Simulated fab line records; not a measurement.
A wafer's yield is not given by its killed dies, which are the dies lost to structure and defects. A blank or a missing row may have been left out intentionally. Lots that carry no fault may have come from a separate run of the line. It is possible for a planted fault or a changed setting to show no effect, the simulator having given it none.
Matching of chambers | flow nandHarc | NHARC_P_M2_ETCH_15 on rieDiel-13: 4 sister chambers
The step etches the open film in C4F8/Ar, target depth 182.5 nm, time 91.2 s. 14 wafers are shown with their chamber, then 7 later ones without.

EACH WAFER AND ITS CHAMBER
wafer  | chamber | rfVppV (V) | oesProductAu (a.u.)
L413.2 | 0       | 435.7      | 0.905
L413.4 | 1       | 443.5      | 0.921
L413.5 | 1       | 442.4      | 0.919
L416.2 | 1       | 442.8      | 0.944
L416.4 | 2       | 445.3      | 0.972
L416.6 | 3       | 441.7      | 0.967
L417.3 | 3       | 440.6      | 0.963
L417.4 | 0       | 436.3      | 0.964
L417.5 | 2       | 444.8      | 0.957
L430.1 | 0       | 438.0      | 0.911
L430.3 | 3       | 442.3      | 0.927
L430.6 | 2       | 444.4      | 0.928
L431.1 | 3       | 441.6      | 0.929
L431.4 | 1       | 442.3      | 0.909

SIGNATURES, as means of the wafers listed above
reading      | chamber 0 | chamber 1 | chamber 2 | chamber 3 | scatter within a chamber
rfVppV       | 436.667   | 442.750   | 444.833   | 441.550   | 0.751
oesProductAu | 0.92667   | 0.92325   | 0.95233   | 0.94650   | 0.0227
Rule: a wafer's distance from a chamber is the root of the sum, over the readings, of the square of ((its reading less the chamber's mean) divided by the reading's scatter). If the next closest chamber is less than 2 further off than the closest, the wafer can't be placed; otherwise it belongs to the closest. The scatter: the root of (the sum of the squares of (reading less its chamber's mean) over the shown wafers, divided by (wafers less chambers)).

WAFERS MISSING THEIR CHAMBER
wafer  | rfVppV (V) | oesProductAu (a.u.)
L431.5 | 437.8      | 0.908
L432.1 | 444.6      | 0.966
L432.3 | 436.1      | 0.967
L432.6 | 444.1      | 0.960
L434.1 | 445.0      | 0.950
L434.3 | 442.6      | 0.952
L434.5 | 443.9      | 0.957

THE CHAMBER EACH PASSED THROUGH
wafer  | from the rows above          | in truth
L431.5 | 0                            | 0
L432.1 | 2                            | 2
L432.3 | 0                            | 0
L432.6 | can't be placed: 2 or 1      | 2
L434.1 | 2                            | 2
L434.3 | can't be placed: 1 or 3 or 2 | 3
L434.5 | can't be placed: 2 or 1 or 3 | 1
Placed correctly: 4 of 7. These rows do not allow placing 3 (true chamber among the candidates in 3). Placed wrongly: 0.
